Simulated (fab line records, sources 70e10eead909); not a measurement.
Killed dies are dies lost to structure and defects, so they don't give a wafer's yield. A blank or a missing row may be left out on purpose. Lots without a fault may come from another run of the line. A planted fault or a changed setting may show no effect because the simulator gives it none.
Tool commonality check | flow nand_harc | 14 lots, 40 wafers sampled

WHY IT WAS OPENED
At NHARC_A_ONON_D1_THK_MEAS_08 the reading thk_nm is flagged on 2 of 14 lots. Wafers without a fault read 1001 nm, standard deviation 8.6.
Rule: a lot is flagged when every wafer of it that has a number lies more than 4 standard deviations from that mean, or none has a number. The other lots count as sound.

lot  | measured     | on            | thk_nm (nm), wafer by wafer | flag
L984 | day 7 16:17  | film_metro-02 | 997 998 996                 |
L986 | day 8 16:37  | film_metro-01 | 978 980 978                 |
L987 | day 9 08:13  | film_metro-02 | 992 992 992                 |
L989 | day 9 22:19  | film_metro-01 | 1003 1005 1004              |
L990 | day 10 06:11 | film_metro-02 | 1000 1000 1000              |
L993 | day 11 04:06 | film_metro-02 | 985 986 987                 |
L992 | day 11 04:06 | film_metro-01 | 994 992 994                 |
L994 | day 11 16:35 | film_metro-02 | 1010 1010 1011              |
L995 | day 12 04:32 | film_metro-01 | 998 998 998                 |
L996 | day 12 18:04 | film_metro-02 | 991 994 992                 |
L100 | day 14 12:13 | film_metro-02 | 1008 1010 1008              |
L101 | day 14 23:10 | film_metro-02 | 1560 1559                   | FLAGGED
L102 | day 15 08:43 | film_metro-02 | 1561 1560                   | FLAGGED
L106 | day 16 17:34 | film_metro-01 | 1004 1002 1004              |
The numbers of the flagged lots are 1560 nm on average: +559 nm against the usual, or +65 standard deviations.

WHICH TOOL RAN EACH LOT
The record holds 2 process steps before the reading, out of a route of 1302 steps. In each cell: the tool, then ch and the chambers that the sampled wafers went through, then the start.
lot  | flag    | NHARC_A_ZERO_WELL_RTA_16         | NHARC_A_ONON_D1_DEP_06
L984 |         | rtp_anneal-01 ch 0, day 6 17:46  | pecvd_onon-02 ch 0, day 7 15:47
L986 |         | rtp_anneal-02 ch 0, day 7 18:32  | pecvd_onon-01 ch 0, day 8 16:13
L987 |         | rtp_anneal-02 ch 0, day 8 08:58  | pecvd_onon-03 ch 0, day 9 07:46
L989 |         | rtp_anneal-01 ch 0, day 8 23:35  | pecvd_onon-03 ch 0, day 9 21:55
L990 |         | rtp_anneal-01 ch 0, day 9 05:03  | pecvd_onon-03 ch 0, day 10 05:40
L993 |         | rtp_anneal-02 ch 0, day 10 06:05 | pecvd_onon-03 ch 0, day 11 03:35
L992 |         | rtp_anneal-01 ch 0, day 10 07:27 | pecvd_onon-01 ch 0, day 11 03:43
L994 |         | rtp_anneal-02 ch 0, day 10 18:10 | pecvd_onon-02 ch 0, day 11 16:08
L995 |         | rtp_anneal-02 ch 0, day 11 06:42 | pecvd_onon-03 ch 0, day 12 04:02
L996 |         | rtp_anneal-01 ch 0, day 11 19:53 | pecvd_onon-03 ch 0, day 12 17:34
L100 |         | rtp_anneal-01 ch 0, day 13 14:26 | pecvd_onon-02 ch 0, day 14 11:42
L101 | FLAGGED | rtp_anneal-01 ch 0, day 13 23:00 | pecvd_onon-02 ch 0, day 14 22:39
L102 | FLAGGED | rtp_anneal-02 ch 0, day 14 07:58 | pecvd_onon-02 ch 0, day 15 08:19
L106 |         | rtp_anneal-01 ch 0, day 15 19:40 | pecvd_onon-01 ch 0, day 16 17:10
What these steps do:
- NHARC_A_ZERO_WELL_RTA_16: time 10 s.
- NHARC_A_ONON_D1_DEP_06: target thk 1000 nm.
- NHARC_A_ONON_D1_THK_MEAS_08: measures by ellipsometry.

FLAGGED OVER TOTAL, TOOL BY TOOL (the gauges that took the reading come last)
step                        | tool          | lots run | flagged | share of the flagged lots | sound lots run after its first flagged lot
NHARC_A_ZERO_WELL_RTA_16    | rtp_anneal-01 | 8        | 1       | some                      | 1 (L106)
NHARC_A_ZERO_WELL_RTA_16    | rtp_anneal-02 | 6        | 1       | some                      | 0
NHARC_A_ONON_D1_DEP_06      | pecvd_onon-01 | 3        | 0       | none                      | -
NHARC_A_ONON_D1_DEP_06      | pecvd_onon-02 | 5        | 2       | all                       | 0
NHARC_A_ONON_D1_DEP_06      | pecvd_onon-03 | 6        | 0       | none                      | -
NHARC_A_ONON_D1_THK_MEAS_08 | film_metro-01 | 5        | 0       | none                      | -
NHARC_A_ONON_D1_THK_MEAS_08 | film_metro-02 | 9        | 2       | all                       | 0

WHAT THE TABLE ALLOWS
2 rows of the table ran every flagged lot: pecvd_onon-02 at NHARC_A_ONON_D1_DEP_06, film_metro-02 at NHARC_A_ONON_D1_THK_MEAS_08.
- pecvd_onon-02 at NHARC_A_ONON_D1_DEP_06: 2 of its 5 lots flagged. Its last sound lot is L100 (day 14 11:42), its first flagged lot L101 (day 14 22:39): a fault that began between those two fits.
- film_metro-02 at NHARC_A_ONON_D1_THK_MEAS_08: 2 of its 9 lots flagged. Its last sound lot is L100 (day 14 12:13), its first flagged lot L101 (day 14 23:10): a fault that began between those two fits.
Counting lots can't tell these 2 tools apart, because each fits a fault that began at some hour. More lots, or a look at what each step does to the wafer, might.

WHAT THE SIMULATOR HAD PUT IN
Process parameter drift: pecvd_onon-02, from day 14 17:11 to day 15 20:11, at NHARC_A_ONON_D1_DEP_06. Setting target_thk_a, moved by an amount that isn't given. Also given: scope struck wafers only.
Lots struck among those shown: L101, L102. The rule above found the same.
